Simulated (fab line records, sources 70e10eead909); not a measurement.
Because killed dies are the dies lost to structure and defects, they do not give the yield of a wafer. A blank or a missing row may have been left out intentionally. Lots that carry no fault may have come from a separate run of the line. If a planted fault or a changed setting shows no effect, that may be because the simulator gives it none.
A lot that was struck, set against a sound lot | flow nand harc | 43 steps out of a route of 1159
Sound: wafers L835.2, L835.5, L835.6. Struck: wafers L826.2, L826.3, L826.6. The cause is named last.
For every step that has rows: the tool of each side, followed by ch and its chambers, followed by its first start. Under that, the readings that differ: sound wafers | struck wafers | difference of the means | sigmas: that difference in standard deviations of wafers without a fault.
alike: same words and numbers on both sides, and readings whose means sit less than 2 such deviations apart. not compared: any withheld reading, any reading some wafer has no value for, any bound like >300 that may hide the same value, and any number with overlapping values for which the record gives no deviation.
A row with sigmas, a row that says differs or no value, or rows on one side alone: a step with any of these is where the two part. Numbers that don't overlap but have no deviation are shown without sigmas and don't part them. Lack of a reading on every wafer of one side parts them only where that side has two or more wafers.

NHARC_P_GATE_CD_MEAS_46 targets a cd of 720 nm.
  sound on cd sem-02 ch 0, day 9 13:19; struck on cd sem-02 ch 0, day 7 04:13
  alike: cd nm
then, 3 steps without rows for these wafers: NHARC_P_GATE_HARDBAKE_47 (time 80 s); NHARC_P_GATE_DESCUM_48 (chemistry O2, time 3 s); NHARC_P_GATE_IMPLANT_49.
NHARC_P_GATE_STRIP_111: strips in N2/H2, time 250 s.
  sound on plasma asher-02 ch 0,1, day 9 13:54; struck on plasma asher-02 ch 0,1, day 7 04:44
  alike: drypump motor current A, heater power w
  not compared: rf hours counter h
then, 7 steps without rows for these wafers: NHARC_P_GATE_STRIP_75 (strips in O2); NHARC_P_GATE_STRIP_50 (strips in SPM, time 900 s); NHARC_P_GATE_DEHYDRATE_51 (time 120 s); NHARC_P_GATE_HMDS_52 (time 30 s); NHARC_P_GATE_COAT_53; NHARC_P_GATE_SOFTBAKE_54 (time 95 s); NHARC_P_GATE_EBR_55.
NHARC_P_GATE_EXPOSE_56: exposes mask P PSD, target cd 720 nm.
  struck on krf scanner-02, day 7 05:48; sound on krf scanner-03 ch 0, day 9 14:48
  no value came back on the struck wafers for exposure dose mJ cm2, focus offset nm (nm); on the sound wafers exposure dose mJ cm2 reads 14.803 14.803 14.838
  alike: mask
then, 2 steps without rows for these wafers: NHARC_P_GATE_PEB_57 (peb time 85 s); NHARC_P_GATE_DEVELOP_58 (time 70 s).
NHARC_P_GATE_CD_MEAS_59 targets a cd of 720 nm.
  sound on cd sem-01 ch 0, day 9 14:57; struck on cd sem-03 ch 0, day 7 05:58
  reading    | sound             | struck | difference                    | sigmas
  cd nm (nm) | 720.2 719.4 719.9 | - - -  | no value on the struck wafers |
then, 1 step without rows for these wafers: NHARC_P_GATE_HARDBAKE_60 (time 80 s).
NHARC_P_GATE_DESCUM_61: chemistry O2, time 3 s.
  sound on rie diel-02 ch 0,1, day 9 15:07; struck on rie diel-02 ch 1,2, day 7 06:08
  alike: drypump motor current A, oes product au, rf vpp V, showerhead plenum p Torr, throttle valve pct
  not compared: rf hours counter h
after that, 1 step had no rows for these wafers: NHARC_P_GATE_IMPLANT_62.
NHARC_P_GATE_STRIP_112: strips in N2/H2, time 200 s.
  sound on plasma asher-02 ch 0,1, day 9 15:31; struck on plasma asher-01 ch 0,1, day 7 06:31
  alike: drypump motor current A, heater power w
  not compared: rf hours counter h
NHARC_P_GATE_STRIP_76: strips in O2.
  sound on plasma asher-02 ch 0,1, day 9 15:45; struck on plasma asher-01 ch 0,1, day 7 06:47
  alike: drypump motor current A, heater power w
  not compared: rf hours counter h
then, 9 steps without rows for these wafers: NHARC_P_GATE_STRIP_63 (strips in SPM, time 900 s); NHARC_P_GATE_DEHYDRATE_83 (time 120 s); NHARC_P_GATE_HMDS_84 (time 30 s); NHARC_P_GATE_COAT_85; NHARC_P_GATE_SOFTBAKE_86 (time 95 s); NHARC_P_GATE_EBR_87; NHARC_P_GATE_EXPOSE_88 (exposes mask P HVN, target cd 2000 nm); NHARC_P_GATE_PEB_89 (peb time 85 s); NHARC_P_GATE_DEVELOP_90 (time 70 s).
NHARC_P_GATE_CD_MEAS_91 targets a cd of 2000 nm.
  sound on cd sem-02 ch 0, day 9 16:32; struck on cd sem-01 ch 0, day 7 07:35
  alike: cd nm
then, 4 steps without rows for these wafers: NHARC_P_GATE_HARDBAKE_92 (time 80 s); NHARC_P_GATE_DESCUM_93 (chemistry O2, time 3 s); NHARC_P_GATE_IMPLANT_94; NHARC_P_GATE_STRIP_113 (strips in N2/H2, time 740 s).
NHARC_P_GATE_STRIP_95: strips in O2.
  sound on plasma asher-02 ch 0,1, day 9 17:50; struck on plasma asher-02 ch 0,1, day 7 08:54
  alike: drypump motor current A, heater power w
  not compared: rf hours counter h
then, 6 steps without rows for these wafers: NHARC_P_GATE_STRIP_96 (strips in SPM, time 900 s); NHARC_P_GATE_RTA_64 (time 1 s); NHARC_P_GATE_ETCH_77 (etches SiO2 in dHF, target depth 6 nm); NHARC_P_GATE_DEGAS_109 (time 60 s); NHARC_P_GATE_PRE_CLEAN_110 (time 30 s); NHARC_P_GATE_SPUTTER_78 (material Ni, target thk 10 nm).
-- break in the record here, with 14 days between the starts of the struck wafers on either side (left off in module P_GATE, picked up again in module END, where the first step shown is number 1159 on the route) --
NHARC_END_SORT_01:
  here the record holds rows for the struck wafers (prober-02 ch 0, day 21 12:07) but none for the sound ones

== WHERE THEY PART ==
Last at NHARC_END_SORT_01 as far as this record goes, first at NHARC_P_GATE_EXPOSE_56.

WHY: whatever the simulator had introduced
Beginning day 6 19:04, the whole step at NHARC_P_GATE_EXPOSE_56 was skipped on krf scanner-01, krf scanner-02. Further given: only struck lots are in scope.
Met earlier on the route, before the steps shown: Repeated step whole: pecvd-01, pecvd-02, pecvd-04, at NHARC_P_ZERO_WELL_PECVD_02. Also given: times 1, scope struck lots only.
